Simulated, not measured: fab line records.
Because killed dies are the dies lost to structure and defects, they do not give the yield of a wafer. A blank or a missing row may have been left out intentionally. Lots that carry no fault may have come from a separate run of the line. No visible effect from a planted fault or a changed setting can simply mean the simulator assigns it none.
A lot that was struck, set against a sound lot | flow n5_finfet | 15 steps out of a route of 1938
Sound: these wafers, L527.1, L527.2, L527.3. Struck: wafers L535.5, L535.6. The cause comes at the end.
At each step with rows: each side's tool, then ch and its chambers, then its first start. Under that, the readings that differ: sound wafers | struck wafers | difference of the means | sigmas: that difference in standard deviations of wafers without a fault.
alike: same words and numbers on both sides, and readings whose means sit less than 2 such deviations apart. not compared: any withheld reading, any reading some wafer has no value for, any bound like >300 that may hide the same value, and any number with overlapping values for which the record gives no deviation.
The two part at a step that has a row with sigmas, a row that says differs or no value, or rows on one side only. Numbers that have no deviation but don't overlap get no sigmas and don't part them. A reading that every wafer of one side lacks parts them only if that side has two wafers or more.

first, 2 steps without rows for these wafers: N5_STI_FIN_REVEAL_STRIP_35 (strips Si3N4 in H3PO4, target depth 4 nm, time 39 s); N5_STI_FIN_REVEAL_SRD_21 (time 30 s).
N5_STI_FIN_REVEAL_OXIDATION_33: chemistry O2 PLASMA REMOTE, time 20 s.
  sound on plasma_asher-01 ch 0,1, day 5 01:46; struck on plasma_asher-02 ch 0,1, day 7 00:14
  alike: chamber_pressure_mTorr, drypump_motor_current_A, heater_power_w, temp_c
  not compared: rf_hours_counter_h
then, 2 steps without rows for these wafers: N5_STI_FIN_REVEAL_CLEAN_19 (cleans in O3/DIW, time 120 s); N5_STI_FIN_REVEAL_SRD_23 (time 30 s).
N5_STI_FIN_REVEAL_CD_MEAS_22: target cd 6.238 nm, pitch 28 nm.
  sound on cd_sem-03 at day 5 01:55; struck on cd_sem-01 at day 7 00:23
  alike: cd_nm
N5_STI_FIN_REVEAL_FIN_H_MEAS_10:
  sound on ocd-01 at day 5 01:57; struck on ocd-01 at day 7 00:25
  alike: trench_depth_nm
then, 2 steps without rows for these wafers: N5_STI_FIN_REVEAL_PRECLEAN_18 (cleans in SC2, time 45 s); N5_STI_FIN_REVEAL_SRD_28 (time 30 s).
N5_STI_FIN_REVEAL_INSPECT_13: inspects for defects (darkfield).
  sound on defect_inspect-02 at day 5 02:02; struck on defect_inspect-02 at day 7 00:29
  alike: raw_defect_count
then, 2 steps without rows for these wafers: N5_DUMMY_GATE_PRECLEAN_00 (cleans in O3/DIW, time 60 s); N5_DUMMY_GATE_SRD_01 (time 30 s).
N5_DUMMY_GATE_ALD_02: deposits SiO2, target thk 2 nm, pulse time 1 s.
  sound on ald_sin-04 ch 0,1,2, day 5 03:08; struck on ald_sin-03 ch 2,3, day 7 01:03
  reading                                     | sound | struck  | difference | sigmas
  model.SiO2_of_DUMMY_GATE_ALD_02.thk_nm (nm) | 2 2 2 | 3.4 3.4 | +1.4       |
  alike: heater_power_outer_w, heater_power_w, precursor_pulse_height_rel, susceptor_temp_C
then, 1 step without rows for these wafers: N5_DUMMY_GATE_CVD_03 (deposits a-Si from SiH4, target thk 150 nm, time 8042 s).
N5_PASSIVATION_PROBE_49:
  rows exist in the record for the sound wafers here (prober-02, day 14 22:11), none for the struck ones

## WHERE THEY PART
At N5_PASSIVATION_PROBE_49 and nowhere else, as far as this record goes.

WHY: whatever the simulator had introduced
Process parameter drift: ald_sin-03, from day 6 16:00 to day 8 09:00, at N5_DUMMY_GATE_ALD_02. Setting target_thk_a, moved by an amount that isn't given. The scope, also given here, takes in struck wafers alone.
